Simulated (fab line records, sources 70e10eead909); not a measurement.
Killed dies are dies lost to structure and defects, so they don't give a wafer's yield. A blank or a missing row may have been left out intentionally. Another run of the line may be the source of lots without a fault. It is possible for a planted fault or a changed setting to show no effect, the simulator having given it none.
Matching of chambers :: flow nand-harc :: rie-diel-04 running NHARC_A_CONTACT_STRIP_82: 4 sister chambers
The step strips in O2. 18 wafers are shown with their chamber, then 9 later ones without.

WAFERS PAIRED WITH THEIR CHAMBERS
wafer: L994.2
chamber: 1
showerhead-plenum-p-Torr (Torr): 3.50
drypump-motor-current-A (A): 5.9
oes-product-au (a.u.): 0.996

wafer: L994.3
chamber: 3
showerhead-plenum-p-Torr (Torr): 3.54
drypump-motor-current-A (A): 5.0
oes-product-au (a.u.): 0.980

wafer: L994.6
chamber: 2
showerhead-plenum-p-Torr (Torr): 3.48
drypump-motor-current-A (A): 5.7
oes-product-au (a.u.): 1.009

wafer: L995.1
chamber: 2
showerhead-plenum-p-Torr (Torr): 3.47
drypump-motor-current-A (A): 5.7
oes-product-au (a.u.): 0.994

wafer: L995.3
chamber: 3
showerhead-plenum-p-Torr (Torr): 3.54
drypump-motor-current-A (A): 5.0
oes-product-au (a.u.): 0.997

wafer: L995.4
chamber: 0
showerhead-plenum-p-Torr (Torr): 3.31
drypump-motor-current-A (A): 5.6
oes-product-au (a.u.): 0.986

wafer: L998.4
chamber: 2
showerhead-plenum-p-Torr (Torr): 3.47
drypump-motor-current-A (A): 5.6
oes-product-au (a.u.): 1.014

wafer: L998.5
chamber: 3
showerhead-plenum-p-Torr (Torr): 3.53
drypump-motor-current-A (A): 4.9
oes-product-au (a.u.): 1.003

wafer: L998.6
chamber: 2
showerhead-plenum-p-Torr (Torr): 3.47
drypump-motor-current-A (A): 5.6
oes-product-au (a.u.): 1.015

wafer: L111.2
chamber: 0
showerhead-plenum-p-Torr (Torr): 3.31
drypump-motor-current-A (A): 5.6
oes-product-au (a.u.): 1.003

wafer: L111.5
chamber: 0
showerhead-plenum-p-Torr (Torr): 3.31
drypump-motor-current-A (A): 5.6
oes-product-au (a.u.): 0.995

wafer: L111.6
chamber: 1
showerhead-plenum-p-Torr (Torr): 3.49
drypump-motor-current-A (A): 5.9
oes-product-au (a.u.): 0.989

wafer: L113.1
chamber: 1
showerhead-plenum-p-Torr (Torr): 3.49
drypump-motor-current-A (A): 5.9
oes-product-au (a.u.): 0.993

wafer: L113.5
chamber: 1
showerhead-plenum-p-Torr (Torr): 3.49
drypump-motor-current-A (A): 5.9
oes-product-au (a.u.): 0.990

wafer: L113.6
chamber: 0
showerhead-plenum-p-Torr (Torr): 3.30
drypump-motor-current-A (A): 5.6
oes-product-au (a.u.): 1.010

wafer: L112.1
chamber: 3
showerhead-plenum-p-Torr (Torr): 3.52
drypump-motor-current-A (A): 5.0
oes-product-au (a.u.): 0.993

wafer: L112.2
chamber: 0
showerhead-plenum-p-Torr (Torr): 3.30
drypump-motor-current-A (A): 5.6
oes-product-au (a.u.): 1.007

wafer: L112.5
chamber: 1
showerhead-plenum-p-Torr (Torr): 3.49
drypump-motor-current-A (A): 5.9
oes-product-au (a.u.): 0.998

SIGNATURES (averages over the wafers above)
reading: showerhead-plenum-p-Torr
chamber 0: 3.3060
chamber 1: 3.4920
chamber 2: 3.4725
chamber 3: 3.5325
scatter within a chamber: 0.00627

reading: drypump-motor-current-A
chamber 0: 5.600
chamber 1: 5.900
chamber 2: 5.650
chamber 3: 4.975
scatter within a chamber: 0.0354

reading: oes-product-au
chamber 0: 1.00020
chamber 1: 0.99320
chamber 2: 1.00800
chamber 3: 0.99325
scatter within a chamber: 0.00847
Rule: distance of a wafer from a chamber = root of the sum over the readings of ((wafer's reading minus chamber's mean) / reading's scatter) squared. If the next closest chamber is less than 2 further off than the closest, the wafer can't be placed; otherwise it belongs to the closest. How the scatter is found: for the shown wafers, subtract from each reading the mean of its chamber, square and add these, divide the total by (wafers less chambers), then take the root.

WAFERS WITH NO CHAMBER GIVEN
wafer: L116.3
showerhead-plenum-p-Torr (Torr): 3.49
drypump-motor-current-A (A): 5.9
oes-product-au (a.u.): 0.994

wafer: L116.4
showerhead-plenum-p-Torr (Torr): 3.46
drypump-motor-current-A (A): 5.6
oes-product-au (a.u.): 0.999

wafer: L116.6
showerhead-plenum-p-Torr (Torr): 3.30
drypump-motor-current-A (A): 5.6
oes-product-au (a.u.): 0.997

wafer: L115.2
showerhead-plenum-p-Torr (Torr): 3.46
drypump-motor-current-A (A): 5.6
oes-product-au (a.u.): 0.985

wafer: L115.5
showerhead-plenum-p-Torr (Torr): 3.30
drypump-motor-current-A (A): 5.6
oes-product-au (a.u.): 1.006

wafer: L115.6
showerhead-plenum-p-Torr (Torr): 3.52
drypump-motor-current-A (A): 5.0
oes-product-au (a.u.): 0.996

wafer: L114.1
showerhead-plenum-p-Torr (Torr): 3.46
drypump-motor-current-A (A): 5.6
oes-product-au (a.u.): 0.992

wafer: L114.2
showerhead-plenum-p-Torr (Torr): 3.49
drypump-motor-current-A (A): 5.9
oes-product-au (a.u.): 0.997

wafer: L114.6
showerhead-plenum-p-Torr (Torr): 3.46
drypump-motor-current-A (A): 5.6
oes-product-au (a.u.): 0.993

WHICH CHAMBER EACH WENT THROUGH
wafer: L116.3
from the rows above: 1
in truth: 1

wafer: L116.4
from the rows above: 2
in truth: 2

wafer: L116.6
from the rows above: 0
in truth: 0

wafer: L115.2
from the rows above: 2
in truth: 2

wafer: L115.5
from the rows above: 0
in truth: 0

wafer: L115.6
from the rows above: 3
in truth: 3

wafer: L114.1
from the rows above: 2
in truth: 2

wafer: L114.2
from the rows above: 1
in truth: 1

wafer: L114.6
from the rows above: 2
in truth: 2
Correct placement for 9 of the 9. Number that these rows cannot place: 0. 0 placed wrongly.
